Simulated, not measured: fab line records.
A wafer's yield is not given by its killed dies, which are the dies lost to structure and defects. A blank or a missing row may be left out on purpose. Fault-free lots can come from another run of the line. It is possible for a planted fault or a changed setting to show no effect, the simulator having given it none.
Chamber matching ; flow n5 finfet ; rie diel-05 running N5_BEOL_M8_VIA_ETCH_34: 4 sister chambers
The step etches SiCOH lowk in C4F6/O2, target depth 125.5 nm, time 50.5 s. 16 wafers are shown with their chamber, then 8 later ones without.

== WAFERS PAIRED WITH THEIR CHAMBERS ==
wafer;chamber;rf vpp V (V);showerhead plenum p Torr (Torr);oes product au (a.u.)
L076.1;1;666;2.79;0.97
L076.2;2;656;2.93;0.69
L076.4;3;685;2.82;0.69
L074.2;2;657;2.93;0.69
L074.3;0;668;2.97;0.84
L074.4;3;686;2.82;0.70
L079.1;3;685;2.81;0.70
L079.2;1;665;2.79;0.94
L079.6;3;686;2.81;0.69
L080.1;3;686;2.81;0.70
L080.2;1;666;2.78;0.94
L080.4;0;667;2.96;0.82
L084.3;2;655;2.92;0.68
L084.5;1;666;2.78;0.92
L084.6;2;655;2.92;0.69
L086.1;0;668;2.96;0.82

SIGNATURES, as means of the wafers listed above
reading;chamber 0;chamber 1;chamber 2;chamber 3;scatter within a chamber
rf vpp V;667.67;665.75;655.75;685.60;0.669
showerhead plenum p Torr;2.9633;2.7850;2.9250;2.8140;0.00568
oes product au;0.8267;0.9425;0.6875;0.6960;0.012
Rule: a wafer lies at a distance from a chamber equal to the root of the sum of squares, over the readings, of (its reading less the chamber's mean, divided by the reading's scatter). The wafer belongs to the nearest chamber; if the next one is less than 2 further off, it can't be placed. The scatter: the root of (the sum of the squares of (reading less its chamber's mean) over the shown wafers, divided by (wafers less chambers)).

== WAFERS MISSING THEIR CHAMBER ==
wafer;rf vpp V (V);showerhead plenum p Torr (Torr);oes product au (a.u.)
L086.2;655;2.92;0.68
L086.3;686;2.81;0.69
L091.2;656;2.92;0.67
L091.3;668;2.95;0.81
L091.6;666;2.78;0.89
L095.2;656;2.91;0.66
L095.3;666;2.77;0.87
L095.4;668;2.95;0.79

== WHICH CHAMBER EACH WENT THROUGH ==
wafer;from the rows above;in truth
L086.2;2;2
L086.3;3;3
L091.2;2;2
L091.3;0;0
L091.6;1;1
L095.2;2;2
L095.3;1;1
L095.4;0;0
Placed correctly: 8 of 8. Left unplaced by these rows: 0. Number placed wrongly: 0.
